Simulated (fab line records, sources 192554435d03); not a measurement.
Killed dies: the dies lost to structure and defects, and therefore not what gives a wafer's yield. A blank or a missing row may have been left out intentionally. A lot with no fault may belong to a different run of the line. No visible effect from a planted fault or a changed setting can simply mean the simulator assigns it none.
fab line records | flow n5-finfet
record: lots: 7 wafers: 21 last-day: 17
route steps=1938 shown BEOL_M0_SAQP@659 BEOL_M4@1111 PASSIVATION@1936
lots with no fault: from the same line, run without faults
start-h: the number of hours between the record's first day and the start of the first shown wafer of the lot | wait-h: hours from the lot's prior step to this one | " unchanged from the row above | L1.1+2: a row that stands for several wafers | - no value, or no start given | * or withheld: withheld | < > ~ a bound
route shown NAME@n: names a module that has steps shown in the file, with the first one's number in the route | usual: average and standard deviation across the fault-free wafers | same: alike in all rows | chamber/n: place in a boat | sites: each site's reading | _std_site: standard deviation across them | _edge_site: outer sites' mean less inner sites' | radius-mm: how far each site lies from the wafer's centre | mask NAME#n: copy n | behind: the most recent tool/chamber to have shaped the wafer | hold: cause of the lot's hold/its duration in hours/its outcome | device: which transistor (n, p or np) failed to switch | end of line: tests run on the same wafers once the route is complete | a step with no rows: only its recipe | killed: count of dies lost to structure and defects at first sort (not the wafer's yield) | map: the dies of a wafer, with x for killed, . for not killed, _ for no die there
set.NAME: setting as actually run; set.NAME@STEP: the setting as run at that earlier step | model.NAME: the simulator's own value behind a step, which no gauge read
certain route steps with their lots: each step a table, each wafer a row
services: from which hour (start-h, from the record's first day; less than 0 if before it) a tool's chamber was out of use, for how many hours, and why
== steps ==
step: N5_BEOL_M0_SAQP_STRIP_86
recipe: chemistry: N2/H2 power-w: 500 temp-c: 40 pressure-mtorr: 50 rf-frequency-hz: 6e+07 overash-fraction: 0.3 bias-power-w: 28 h2-frac: 0.5 n2-flow-sccm: 300 h2-flow-sccm: 300
step: N5_BEOL_M0_SAQP_STRIP_115
recipe: chemistry: post-etch-residue-remover time-s: 60 temp-c: 25 remover-ph: withheld remover-water-wt-pct: withheld remover-fluoride-wt-pct: withheld
step: N5_BEOL_M0_SAQP_SRD_93
recipe: dry: ipa-marangoni time-s: 30 temp-c: 23 rinse-liquid: diw
step: N5_BEOL_M0_SAQP_RECESS_114
recipe: chemistry: HF/NH3 target: SiO2 target-depth-a: 144 afs-cycles: 3 temp-c: 30 sublimation-temp-c: 180 sublimation-time-s: 60
usual: drypump-motor-current-A: 6.14/0.22 foreline-p-Torr: 0.1281/0.00051
columns lot.wafer tool chamber start-h wait-h drypump-motor-current-A foreline-p-Torr
L202.2 vapor-etch-01 0 108.39 0.0 6.04 0.1282
L202.3 " 0 " " 6.03 0.1273
L202.5 " 0 " " 6.04 0.1286
L204.2 vapor-etch-02 0 123.14 0.0 5.89 0.1285
L204.4 " 1 " " 6.37 0.1282
L204.6 " 0 " " 5.88 0.1286
L214.1 vapor-etch-01 1 182.58 0.0 6.18 0.1283
L214.2 " 0 " " 6.05 0.1279
L214.5 " 0 " " 6.07 0.1276
L215.3 vapor-etch-02 1 184.98 0.5 6.36 0.1283
L215.4 " 0 " " 5.89 0.1282
L215.6 " 1 " " 6.40 0.1281
L216.1 vapor-etch-01 1 189.53 0.0 6.18 0.1284
L216.2 " 0 " " 6.05 0.1275
L216.5 " 0 " " 6.05 0.1275
L217.2 vapor-etch-02 0 199.31 0.0 5.87 0.1276
L217.5 " 0 " " 5.89 0.1285
L217.6 " 1 " " 6.42 0.1280
L224.2 vapor-etch-01 0 241.59 0.0 6.07 0.1278
L224.3 " 1 " " 6.16 0.1279
L224.6 " 0 " " 6.04 0.1280
step: N5_BEOL_M0_SAQP_SPACER1_ALD_98
recipe: material: SiO2 target-thk-a: 128 temp-c: 300 ald-precursor-family: BDEAS ald-co-reactant: O2-plasma pulse-time-s: 1 purge-time-s: 2 co-reactant-purge-time-s: 2 ald-cycles: 138 pressure-torr: 2
step: N5_BEOL_M0_SAQP_SPACER1_ETCHBACK_99
recipe: chemistry: CHF3/O2 mode: anisotropic-etchback target: SiO2 target-depth-a: 154 time-s: 7.7 pressure-mtorr: 30 source-w: 650 bias-w: 170 Ar_flow_sccm: 200 CHF3_flow_sccm: 50 O2_flow_sccm: 5 ion-energy-ev: 200
step: N5_BEOL_M0_SAQP_MANDREL1_REMOVE_100
recipe: chemistry: HBr/Cl2/O2 bt-time-s: 10 target: a-Si stop-on: SiNx endpoint: OES-SiCl over-etch-frac: 0.85 icp-w: 600 bias-w: 30 HBr_flow_sccm: 150 Cl2_flow_sccm: 80 O2_flow_sccm: 5 pressure-mtorr: 10
usual: HBr_flow_sccm: 150.0/0.41 drypump-motor-current-A: 5.7/0.45 oes-product-au: 1.002/0.017 throttle-valve-pct: 36.7/0.33
columns lot.wafer tool chamber start-h wait-h HBr_flow_sccm drypump-motor-current-A oes-product-au rf-hours-counter-h throttle-valve-pct
L202.2 rie-si-03 1 109.34 0.1 149.4 4.9 1.008 33 37.1
L202.3 " 0 " " 150.4 6.3 0.974 178 36.5
L202.5 " 0 " " 149.5 6.3 0.979 - 36.5
L204.2 rie-si-06 2 124.09 0.1 150.3 5.7 1.009 60 37.2
L204.4 " 1 " " 150.1 5.6 1.009 141 36.9
L204.6 " 2 " " 150.0 5.7 1.003 - 37.2
L214.1 rie-si-03 3 183.53 0.1 149.9 6.1 1.010 4 36.1
L214.2 " 2 " " 149.9 5.7 1.005 40 36.6
L214.5 " 3 " " 150.1 6.1 1.009 - 36.1
L215.3 rie-si-03 3 186.14 0.1 150.1 6.1 1.021 4 36.1
L215.4 " 2 " " 150.5 5.7 1.008 40 36.6
L215.6 " 2 " " 150.2 5.7 1.007 - 36.5
L216.1 rie-si-02 3 191.17 0.1 150.5 6.0 0.975 49 36.9
L216.2 " 1 " " 150.1 5.9 0.991 41 37.0
L216.5 " 0 " " 150.1 5.2 0.987 - 36.3
L217.2 rie-si-06 1 200.98 0.1 149.8 5.7 1.022 143 36.8
L217.5 " 1 " " 149.9 5.7 1.019 - 36.9
L217.6 " 0 " " 150.0 5.4 1.004 - 36.6
L224.2 rie-si-02 0 242.66 0.1 150.3 5.2 0.976 156 36.3
L224.3 " 1 " " 150.3 5.9 0.983 42 37.0
L224.6 " 3 " " 150.0 6.0 0.958 - 36.9
step: N5_BEOL_M0_SAQP_CD_MEAS_25
recipe: target-cd-nm: 13.1 landing-energy-ev: 1000 detector: se-inlens
usual: cd-nm: 12.83/0.23
columns lot.wafer tool chamber start-h wait-h cd-nm
L202.2 cd-sem-01 0 109.45 0.1 12.59
L202.3 " 0 " " 12.93
L202.5 " 0 " " 13.21
L204.2 cd-sem-01 0 124.20 0.1 12.61
L204.4 " 0 " " 12.56
L204.6 " 0 " " 13.24
L214.1 cd-sem-02 0 183.64 0.1 12.68
L214.2 " 0 " " 12.74
L214.5 " 0 " " 12.85
L215.3 cd-sem-01 0 186.25 0.1 12.82
L215.4 " 0 " " 12.87
L215.6 " 0 " " 12.74
L216.1 cd-sem-01 0 191.28 0.1 12.55
L216.2 " 0 " " 13.28
L216.5 " 0 " " 12.90
L217.2 cd-sem-01 0 201.09 0.1 12.60
L217.5 " 0 " " 12.15
L217.6 " 0 " " 13.14
L224.2 cd-sem-01 0 242.78 0.1 13.27
L224.3 " 0 " " 13.03
L224.6 " 0 " " 13.07
step: N5_BEOL_M0_SAQP_ETCH_101
recipe: chemistry: CH3F/O2 target: SiNx mask-material: SiO2 target-depth-a: 299 time-s: 42.7 pressure-mtorr: 30 source-w: 395 bias-w: 73 Ar_flow_sccm: 150 CH3F_flow_sccm: 30 O2_flow_sccm: 20 ion-energy-ev: 120
step: N5_BEOL_M0_SAQP_ETCH_102
recipe: chemistry: CF4 target: SiO2 target-depth-a: 40 ion-energy-ev: 350 time-s: 4.4 pressure-mtorr: 10 icp-w: 800 bias-w: 400 cf4-flow-sccm: 80
usual: drypump-motor-current-A: 5.7/0.41 oes-product-au: 1.010/0.02 throttle-valve-pct: 21.74/0.14
same: time-s: 4.4
columns lot.wafer tool chamber start-h wait-h drypump-motor-current-A oes-product-au rf-hours-counter-h throttle-valve-pct
L202.2 rie-si-06 2 109.59 0.1 5.7 1.006 60 21.70
L202.3 " 3 " " 6.3 1.002 1 21.74
L202.5 " 1 " " 5.6 1.030 - 21.77
L204.2 rie-si-02 2 124.35 0.1 5.0 1.026 103 22.00
L204.4 " 1 " " 5.9 1.005 39 22.03
L204.6 " 1 " " 5.9 0.990 - 22.02
L214.1 rie-si-06 1 183.78 0.1 5.7 1.030 142 21.76
L214.2 " 3 " " 6.3 0.990 2 21.74
L214.5 " 0 " " 5.5 1.028 - 21.82
L215.3 rie-si-06 1 186.40 0.1 5.6 1.032 142 21.76
L215.4 " 0 " " 5.5 1.032 10 21.82
L215.6 " 3 " " 6.3 1.000 - 21.73
L216.1 rie-si-06 3 191.45 0.1 6.3 0.993 2 21.75
L216.2 " 0 " " 5.4 1.035 10 21.81
L216.5 " 1 " " 5.7 1.030 - 21.76
L217.2 rie-si-02 0 201.34 0.1 5.2 0.982 155 21.60
L217.5 " 2 " " 5.0 1.019 - 22.01
L217.6 " 1 " " 5.9 0.999 - 22.01
L224.2 rie-si-03 0 242.92 0.1 6.3 0.959 181 21.52
L224.3 " 1 " " 4.9 1.044 36 21.71
L224.6 " 0 " " 6.3 0.968 - 21.52
step: N5_BEOL_M0_SAQP_MANDREL_ETCH_103
recipe: chemistry: HBr/Cl2 target: a-Si target-depth-a: 450 bt-time-s: 10 stop-on: SiCN mask-material: SiO2 over-etch-frac: 0.8 time-s: 27 pressure-mtorr: 10 icp-w: 800 bias-w: 75 HBr_flow_sccm: 150 Cl2_flow_sccm: 80 ends: end-point
step: N5_BEOL_M0_SAQP_RECESS_104
recipe: chemistry: HF/NH3 target: SiO2 target-depth-a: 180 afs-cycles: 3 temp-c: 30 sublimation-temp-c: 180 sublimation-time-s: 60
step: N5_BEOL_M0_SAQP_COAT_105
recipe: resist: SOC temp-c: 250 time-s: 60 spin-rpm: 1500 resist-thk-nm: 100
usual: spin-speed-rpm: 1500.1/1.1
same: time-s: 60
columns lot.wafer tool chamber start-h wait-h spin-speed-rpm model.SOC_of_BEOL_M0_SAQP_COAT_105.thk-nm
L202.2 litho-track-02 0 110.09 0.3 1499.6 100.6
L202.3 " 0 " " 1500.0 100.2
L202.5 " 0 " " 1500.5 100.6
L204.2 litho-track-04 0 124.85 0.3 1499.4 100.2
L204.4 " 0 " " 1499.8 100.4
L204.6 " 0 " " 1501.6 100.2
L214.1 litho-track-02 0 184.28 0.3 1500.5 100.2
L214.2 " 0 " " 1499.3 100.2
L214.5 " 0 " " 1501.4 100
L215.3 litho-track-02 0 186.90 0.2 1394.0 103.8
L215.4 " 0 " " 1395.8 103.8
L215.6 " 0 " " 1395.3 103.8
L216.1 litho-track-02 0 191.95 0.3 1393.7 103.6
L216.2 " 0 " " 1393.1 104
L216.5 " 0 " " 1393.5 103.8
L217.2 litho-track-02 0 201.84 0.3 1393.0 104.2
L217.5 " 0 " " 1392.9 103.6
L217.6 " 0 " " 1393.1 103.6
L224.2 litho-track-04 0 243.43 0.3 1501.0 99.8
L224.3 " 0 " " 1496.5 99.6
L224.6 " 0 " " 1498.7 99.6
step: N5_BEOL_M0_SAQP_ETCH_106
recipe: chemistry: N2/H2 target: SOC target-depth-a: 1500 stop-on: SiNx ion-energy-ev: 100 bias-w: 61 pressure-mtorr: 30 source-w: 850 n2-flow-sccm: 200 h2-flow-sccm: 200
usual: drypump-motor-current-A: 5.84/0.24 oes-product-au: 0.75/0.068 rf-vpp-V: 240.4/1.5 showerhead-plenum-p-Torr: 2.53/0.099 throttle-valve-pct: 17.95/0.2
columns lot.wafer tool chamber start-h wait-h drypump-motor-current-A oes-product-au rf-hours-counter-h rf-vpp-V showerhead-plenum-p-Torr throttle-valve-pct
L202.2 rie-diel-04 1 110.15 - 6.02 0.86 57 237.8 2.49 17.61
L202.3 " 2 " " 5.64 0.69 232 238.6 2.40 17.80
L202.5 " 1 " " 5.97 0.86 - 239.4 2.49 17.60
L204.2 rie-diel-03 3 124.91 - 5.80 0.68 237 237.9 2.40 17.90
L204.4 " 0 " " 6.29 0.74 161 241.4 2.54 18.09
L204.6 " 0 " " 6.28 0.73 - 240.9 2.54 18.08
L214.1 rie-diel-03 2 184.34 - 5.73 0.75 154 242.7 2.63 17.87
L214.2 " 1 " " 5.60 0.75 174 239.0 2.44 18.11
L214.5 " 2 " " 5.73 0.76 - 243.3 2.63 17.86
L215.3 rie-diel-05 2 186.96 - 5.84 0.85 57 241.0 2.70 17.98
L215.4 " 3 " " 6.00 0.74 152 238.7 2.43 17.86
L215.6 " 2 " " 5.85 0.86 - 242.6 2.70 17.99
L216.1 rie-diel-04 3 192.07 - 6.21 0.74 180 240.2 2.54 18.14
L216.2 " 0 " " 5.50 0.72 192 236.8 2.41 17.89
L216.5 " 3 " " 6.23 0.73 - 240.3 2.54 18.15
L217.2 rie-diel-03 1 201.93 - 5.56 0.74 181 238.0 2.44 18.13
L217.5 " 2 " " 5.75 0.74 - 242.6 2.63 17.87
L217.6 " 1 " " 5.57 0.73 - 240.6 2.44 18.13
L224.2 rie-diel-03 3 243.49 - 5.77 0.93 15 242.1 2.70 17.46
L224.3 " 2 " " 5.70 0.73 173 242.0 2.62 17.90
L224.6 " 1 " " 5.59 0.73 - 240.7 2.43 18.16
step: N5_BEOL_M0_SAQP_ETCH_107
recipe: chemistry: CH3F/O2 target: SiNx target-depth-a: 300 mask-material: SOC pressure-mtorr: 30 source-w: 395 bias-w: 73 Ar_flow_sccm: 150 CH3F_flow_sccm: 30 O2_flow_sccm: 20 ion-energy-ev: 120
usual: drypump-motor-current-A: 5.83/0.24 oes-product-au: 0.76/0.07 rf-vpp-V: 297/6.1 showerhead-plenum-p-Torr: 1.99/0.078 throttle-valve-pct: 16.49/0.17
columns lot.wafer tool chamber start-h wait-h drypump-motor-current-A oes-product-au rf-hours-counter-h rf-vpp-V showerhead-plenum-p-Torr throttle-valve-pct model.SOC_of_BEOL_M0_SAQP_COAT_105.thk-nm
L202.2 rie-diel-04 1 110.21 0.0 6.03 0.87 57 292 1.95 16.07 13.8
L202.3 " 2 " " 5.60 0.70 233 295 1.90 16.49 12.8
L202.5 " 1 " " 6.05 0.88 - 292 1.95 16.06 14
L204.2 rie-diel-03 3 124.97 0.0 5.78 0.69 237 300 1.90 16.54 12
L204.4 " 0 " " 6.30 0.74 161 304 1.99 16.56 13.4
L204.6 " 0 " " 6.27 0.74 - 305 1.99 16.57 13.2
L214.1 rie-diel-03 2 184.40 0.0 5.72 0.76 154 305 2.07 16.45 13.2
L214.2 " 1 " " 5.57 0.76 174 294 1.92 16.50 12.6
L214.5 " 2 " " 5.70 0.76 - 306 2.07 16.45 12.8
L215.3 rie-diel-05 2 187.02 0.0 5.82 0.87 57 287 2.13 16.49 15
L215.4 " 3 " " 6.01 0.75 152 296 1.93 16.61 17
L215.6 " 2 " " 5.84 0.87 - 288 2.14 16.50 15.4
L216.1 rie-diel-04 3 192.13 0.0 6.21 0.74 180 295 2.00 16.70 17
L216.2 " 0 " " 5.52 0.73 192 295 1.91 16.50 17.6
L216.5 " 3 " " 6.21 0.75 - 297 2.00 16.69 17.6
L217.2 rie-diel-03 1 201.99 0.0 5.60 0.75 182 293 1.92 16.51 17
L217.5 " 2 " " 5.72 0.75 - 307 2.07 16.45 17.8
L217.6 " 1 " " 5.58 0.75 - 292 1.92 16.52 17.2
L224.2 rie-diel-03 3 243.55 0.0 5.78 0.94 15 304 2.14 16.09 10.4
L224.3 " 2 " " 5.73 0.74 173 306 2.07 16.46 13
L224.6 " 1 " " 5.56 0.74 - 293 1.91 16.54 13.2
step: N5_BEOL_M0_SAQP_STRIP_108
recipe: chemistry: N2/H2 power-w: 500 temp-c: 40 pressure-mtorr: 50 rf-frequency-hz: 6e+07 overash-fraction: 0.3 bias-power-w: 28 h2-frac: 0.5 n2-flow-sccm: 300 h2-flow-sccm: 300
usual: drypump-motor-current-A: 5.84/0.24 oes-product-au: 0.76/0.071 rf-vpp-V: 121.7/1.1 showerhead-plenum-p-Torr: 3.34/0.13 throttle-valve-pct: 19.2/0.35
columns lot.wafer tool chamber start-h wait-h drypump-motor-current-A oes-product-au rf-hours-counter-h rf-vpp-V showerhead-plenum-p-Torr throttle-valve-pct
L202.2 rie-diel-04 1 110.25 0.0 6.04 0.89 57 121.5 3.29 18.8
L202.3 " 2 " " 5.62 0.71 233 121.3 3.18 18.7
L202.5 " 1 " " 6.02 0.88 - 121.2 3.29 18.8
L204.2 rie-diel-03 3 125.01 0.0 5.81 0.69 237 121.6 3.17 19.0
L204.4 " 0 " " 6.31 0.75 161 120.2 3.35 19.3
L204.6 " 0 " " 6.28 0.74 - 120.9 3.35 19.3
L214.1 rie-diel-03 2 184.44 0.0 5.74 0.76 154 122.3 3.47 19.1
L214.2 " 1 " " 5.59 0.75 174 120.6 3.23 19.8
L214.5 " 2 " " 5.74 0.77 - 122.1 3.47 19.1
L215.3 rie-diel-05 2 187.06 0.0 5.80 0.88 57 122.8 3.56 19.1
L215.4 " 3 " " 6.02 0.75 153 121.1 3.22 18.7
L215.6 " 2 " " 5.82 0.87 - 123.0 3.56 19.1
L216.1 rie-diel-04 3 192.17 0.0 6.24 0.75 180 123.2 3.36 19.1
L216.2 " 0 " " 5.63 0.72 192 121.1 3.19 19.1
L216.5 " 3 " " 6.25 0.75 - 123.0 3.36 19.1
L217.2 rie-diel-03 1 202.03 0.0 5.60 0.75 182 121.7 3.23 19.8
L217.5 " 2 " " 5.74 0.76 - 123.3 3.47 19.1
L217.6 " 1 " " 5.60 0.75 - 121.8 3.23 19.8
L224.2 rie-diel-03 3 243.59 0.0 5.76 0.92 15 122.6 3.56 18.7
L224.3 " 2 " " 5.70 0.75 173 122.6 3.46 19.1
L224.6 " 1 " " 5.57 0.74 - 121.3 3.22 19.9
step: N5_BEOL_M4_RC_MEAS_101
usual: DIBL_N: 36.8/1.5 DIBL_P: 37.1/2.1 IOFF_N: 0.168/0.03 IOFF_P: 0.22/0.034 ION_N: 679/12 ION_P: 466/8 SS_N: 71.7/0.58 SS_P: 73.5/0.67 VT_N: 248.8/2.7 VT_P: -250/3.3
columns lot.wafer tool chamber start-h wait-h DIBL_N[mV/V] DIBL_P[mV/V] IOFF_N[nA/um] IOFF_P[nA/um] ION_N[uA/um] ION_P[uA/um] SS_N[mV/dec] SS_P[mV/dec] VT_N[mV] VT_P[mV]
L202.2 prober-02 0 156.34 0.2 39.0 41.5 0.232 0.27 691 472 72.5 74.0 243.9 -248
L202.3 " 0 " " 35.3 36.0 0.143 0.18 669 458 71.6 72.6 251.6 -250
L202.5 " 0 " " 37.3 38.1 0.174 0.21 676 461 71.7 73.1 246.4 -250
L204.2 prober-01 0 181.64 0.2 38.3 38.9 0.182 0.25 690 470 71.7 73.5 243.2 -247
L204.4 " 0 " " 35.0 34.0 0.110 0.17 651 459 71.0 71.8 250.6 -253
L204.6 " 0 " " 36.2 35.3 0.132 0.18 668 463 70.8 72.6 251.6 -251
L214.1 prober-02 0 240.32 0.0 40.2 41.8 0.242 0.28 691 470 72.5 74.8 245.4 -246
L214.2 " 0 " " 34.4 35.9 0.125 0.19 652 459 71.3 73.3 252.5 -249
L214.5 " 0 " " 37.3 39.9 0.182 0.24 673 461 72.7 74.3 248.5 -248
L215.3 prober-02 0 242.43 0.3 35.3 34.2 0.149 0.21 673 464 71.8 72.7 248.9 -249
L215.4 " 0 " " 35.9 35.8 0.159 0.23 668 469 71.9 73.7 250.9 -249
L215.6 " 0 " " 36.5 35.2 0.171 0.22 677 461 71.6 73.3 247.4 -247
L216.1 prober-02 0 246.51 0.0 36.5 35.4 0.151 0.23 669 462 72.3 74.0 251.1 -251
L216.2 " 0 " " 35.9 33.7 0.133 0.20 658 460 71.4 73.4 252.0 -249
L216.5 " 0 " " 35.8 34.1 0.135 0.20 660 457 71.8 73.0 253.2 -251
L217.2 prober-02 0 248.67 0.2 37.2 38.2 0.199 0.22 688 458 72.1 73.5 244.9 -253
L217.5 " 0 " " 35.6 37.3 0.161 0.20 670 466 72.2 72.8 248.6 -251
L217.6 " 0 " " 38.1 39.1 0.201 0.22 689 468 73.6 73.5 247.7 -250
L224.2 prober-02 0 296.74 0.2 38.0 37.6 0.201 0.27 688 467 72.2 73.3 247.5 -246
L224.3 " 0 " " 34.4 33.6 0.137 0.19 673 464 71.1 72.2 249.0 -251
L224.6 " 0 " " 37.1 36.5 0.189 0.25 692 475 71.8 73.0 245.8 -245
step: N5_PASSIVATION_PROBE_49
usual: defect-limited-yield: 91.0/1.5 killed_at_M0_to_M3: 34/11 killed_at_M4_up: 14/5.3 killed-at-contacts: 13/7 killed-at-front-end: 41/13 killed-at-other: 4/3.1 killed-dies: 106/17 killed-open: 70/12 killed-short: 35/8 sort_bin_4_leakage: 0.00/0.007 sort_bin_5_function: 5.2/0.98 sort_bin_6_memory: 3.4/0.69 sort-n-pass: 1074/17 sort-yield-pct: 91.0/1.5
same: gross-dies: 1180 killed-at-back-side: 0 sort_bin_8_speed[%]: 0
columns lot.wafer tool chamber start-h wait-h defect-limited-yield[%] killed_at_M0_to_M3 killed_at_M4_up killed-at-contacts killed-at-front-end killed-at-other killed-dies killed-open killed-short sort_bin_4_leakage[%] sort_bin_5_function[%] sort_bin_6_memory[%] sort-n-pass sort-yield-pct[%]
L214.1 prober-02 - 356.50 0.0 90.0 28 19 9 61 1 118 82 36 0 5.7 4.1 1062 90.0
L214.2 prober-02 - 356.55 0.1 91.8 25 16 10 42 4 97 66 29 0 5.2 2.9 1083 91.8
L214.5 prober-02 - 356.70 0.2 91.9 36 13 16 29 1 95 65 30 0 5.3 2.6 1085 91.9
killed by level:class
L214.1 STI_FIN_REVEAL:geometric-particle:open=27 BEOL_M0_SAQP:geometric-particle:short=9 DUMMY_GATE:geometric-particle:open=7 MOL_CONTACT_COAG:geometric-particle:open=7 FIN_SAQP:geometric-particle:short=6 BEOL_M4:geometric-particle:open=6 BEOL_M0_SAQP:geometric-particle:open=6 BEOL_M3:geometric-particle:open=6
L214.2 STI_FIN_REVEAL:geometric-particle:open=13 MOL_CONTACT_COAG:geometric-particle:open=7 BEOL_M0_SAQP:geometric-particle:short=7 BEOL_M4:geometric-particle:open=6 DUMMY_GATE:geometric-particle:open=5 DUMMY_GATE:geometric-particle:short=5 BEOL_M3:geometric-particle:open=5 BEOL_M0_SAQP:geometric-particle:open=4
L214.5 MOL_CONTACT_COAG:geometric-particle:open=14 BEOL_M0_SAQP:geometric-particle:short=9 BEOL_M0_SAQP:geometric-particle:open=9 GATE_CUT:geometric-particle:short=8 BEOL_M2:geometric-particle:open=6 BEOL_M4:geometric-particle:open=6 BEOL_M3:geometric-particle:open=5 STARTING-WAFER:geometric-particle:open=5
== services ==
columns tool chamber start-h hours kind
rie-si-06 2 87.00 6.3 repair
rie-diel-05 - 97.29 2.8 pm
rie-si-03 3 101.59 13.9 repair
vapor-etch-01 - 102.34 1.2 repair
vapor-etch-01 0 113.35 4.4 repair
rie-diel-05 2 156.09 5.9 repair
rie-diel-03 - 158.81 0.4 repair
rie-si-06 - 163.30 0.8 repair
rie-diel-04 2 166.33 - clean
rie-diel-04 2 166.33 - consumable-replace:esc
rie-diel-04 2 166.33 - consumable-replace:focus-ring
rie-diel-04 2 166.33 - consumable-replace:showerhead
rie-diel-04 2 166.33 17.8 scheduled-down
rie-diel-04 2 166.33 17.8 vent-cycle
rie-diel-03 3 173.66 - clean
rie-diel-03 3 173.66 - consumable-replace:focus-ring
rie-diel-03 3 173.66 - consumable-replace:showerhead
rie-diel-03 3 173.66 21.4 scheduled-down
rie-diel-03 3 173.66 21.4 vent-cycle
rie-si-02 2 217.46 1.7 repair
rie-si-02 3 221.68 11.3 repair
rie-diel-04 - 234.11 1.7 repair
rie-si-02 2 234.76 1.0 repair
rie-si-03 0 238.15 3.5 repair
== key ==
first-sign: step: N5_BEOL_M0_SAQP_COAT_105 reading: spin-speed-rpm direction: down sigmas: 94 usual: * struck: *
effect none on later readings
model-effect: step: N5_BEOL_M0_SAQP_COAT_105 value: SOC_of_BEOL_M0_SAQP_COAT_105.thk-nm without: 100.1 struck: 103.8
model-effect: step: N5_BEOL_M0_SAQP_ETCH_107 value: SOC_of_BEOL_M0_SAQP_COAT_105.thk-nm without: 13.07 struck: 16.84
met-at N5_BEOL_M0_SAQP_COAT_105
struck-wafers L215.3,L215.4,L215.6,L216.1,L216.2,L216.5,L217.2,L217.5,L217.6
onset-between 184.28 186.90
fault: kind: process-parameter-drift tool: litho-track-02 chamber: - onset-h: 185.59 steps: N5_BEOL_M0_SAQP_COAT_105 channel: spin-rpm offset: * shape: step end-h: 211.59 acts-in: * stated: *
